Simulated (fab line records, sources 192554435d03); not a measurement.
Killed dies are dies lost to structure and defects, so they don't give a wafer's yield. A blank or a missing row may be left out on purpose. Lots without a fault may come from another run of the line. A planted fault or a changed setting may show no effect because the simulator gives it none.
Split-lot experiment | flow n5_finfet | 7 lots, 21 wafers read, on a route of 1938 steps

THE SPLIT
At N5_FIN_CUT_CUT_ETCH_15 (etches Si in HBr/Cl2/O2, target depth 100 nm, bt time 10 s, time 42.4 s), the setting time_s was moved away from the recipe's 42.4 s on 3 of the 21 wafers read, by -21.8% to +19.0%. The other wafers ran this setting at the recipe's value.

The reading is taken at the split's own step.

THE READING
SOC_of_FIN_CUT_COAT_18.thk_nm (the simulator's own value, which no gauge read), in nm, at N5_FIN_CUT_CUT_ETCH_15 (etches Si in HBr/Cl2/O2, target depth 100 nm, bt time 10 s, time 42.4 s). The file gives no usual value for it. The 18 wafers here that ran the recipe average 170.1 nm, standard deviation 1 nm.

wafer  | tool, chamber at the split | time_s as run, s | against the recipe | SOC_of_FIN_CUT_COAT_18.thk_nm, nm | against lot-mates on the recipe
L075.1 | rie_si-06, 2               | 42.4             | recipe             | 172.4                             | -
L075.3 | rie_si-06, 0               | 42.4             | recipe             | 170.2                             | -
L075.4 | rie_si-06, 3               | 42.4             | recipe             | 168.6                             | -
L083.1 | rie_si-01, 3               | 50.46            | +19.0%             | 163.6                             | -7.2
L083.2 | rie_si-01, 2               | 42.4             | recipe             | 170.4                             | -
L083.6 | rie_si-01, 0               | 42.4             | recipe             | 171.2                             | -
L084.3 | rie_si-01, 3               | 42.4             | recipe             | 169                               | -
L084.4 | rie_si-01, 2               | 42.4             | recipe             | 169.6                             | -
L084.6 | rie_si-01, 2               | 42.4             | recipe             | 169.4                             | -
L089.1 | rie_si-01, 0               | 42.4             | recipe             | 169.8                             | -
L089.2 | rie_si-01, 1               | 42.4             | recipe             | 170                               | -
L089.4 | rie_si-01, 3               | 42.4             | recipe             | 170.6                             | -
L091.4 | rie_si-01, 3               | 42.4             | recipe             | 169.8                             | -
L091.5 | rie_si-01, 1               | 42.4             | recipe             | 168                               | -
L091.6 | rie_si-01, 0               | 42.4             | recipe             | 169.6                             | -
L095.3 | rie_si-04, 0               | 42.4             | recipe             | 170.8                             | -
L095.4 | rie_si-04, 3               | 33.16            | -21.8%             | 179                               | +7.8
L095.5 | rie_si-04, 3               | 42.4             | recipe             | 171.6                             | -
L097.2 | rie_si-01, 2               | 42.4             | recipe             | 170.2                             | -
L097.4 | rie_si-01, 0               | 47.16            | +11.2%             | 166                               | -4.2
L097.5 | rie_si-01, 0               | 42.4             | recipe             | 170.2                             | -

THE FIT
A straight line over all 21 wafers: SOC_of_FIN_CUT_COAT_18.thk_nm changes by -0.378 nm for each +1% of time_s; r = -0.94; the points scatter about the line by 1 nm.
The same after taking each lot's own level away (the mean of its wafers on the recipe; 21 wafers): -0.368 nm for each +1%; r = -0.96; scatter 0.74 nm.
On that fit, the largest move of time_s shifts the reading by 8 nm.
The lots' own levels span 169.13 to 171.20 nm, that is 2.0 times the standard deviation above.
So the lot-to-lot level changes the slope little: the two slopes agree.
Check: with one of the wafers moved furthest among these (-21.8%) left out of the fit, the line predicts +8.23 nm for it against its lot-mates. It came out at +7.8 nm against them.

OTHER SPLITS ON THESE WAFERS
These wafers also went through other splits before the reading. Each is held against what the fit with the lots' levels taken away leaves over:
other split on the same wafers | wafers away from the commonest value | r with SOC_of_FIN_CUT_COAT_18.thk_nm (lot level and that fit taken away)
N5_WELL_APT_EXPOSE_05 dose_mj  | 7                                    | +0.04
N5_WELL_APT_DESCUM_13 time_s   | 4                                    | -0.05
N5_FIN_SAQP_HM_DEP_03 time_s   | 6                                    | -0.27
N5_FIN_SAQP_HM_DEP_72 time_s   | 7                                    | +0.09

THE WHOLE CHAIN: every reading that the file lists as answering this split, in the file's order
step                   | what it does                                                            | reading                                                                        | change (the file's fit)               | r (the file's)
N5_FIN_CUT_CUT_ETCH_15 | etches Si in HBr/Cl2/O2, target depth 100 nm, bt time 10 s, time 42.4 s | FIN_CUT.feature_depth_nm (the simulator's own value, which no gauge read)      | +0.976 nm for each +1% of the setting | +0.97
N5_FIN_CUT_CUT_ETCH_15 | etches Si in HBr/Cl2/O2, target depth 100 nm, bt time 10 s, time 42.4 s | etch.depth_nm (the simulator's own value, which no gauge read)                 | +0.973 nm for each +1% of the setting | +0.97
N5_FIN_CUT_CUT_ETCH_15 | etches Si in HBr/Cl2/O2, target depth 100 nm, bt time 10 s, time 42.4 s | SOC_of_FIN_CUT_COAT_18.thk_nm (the simulator's own value, which no gauge read) | -0.368 nm for each +1% of the setting | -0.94

THE FILE'S OWN FIT
SOC_of_FIN_CUT_COAT_18.thk_nm changes by -0.368 nm for each +1% of time_s, r = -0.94.
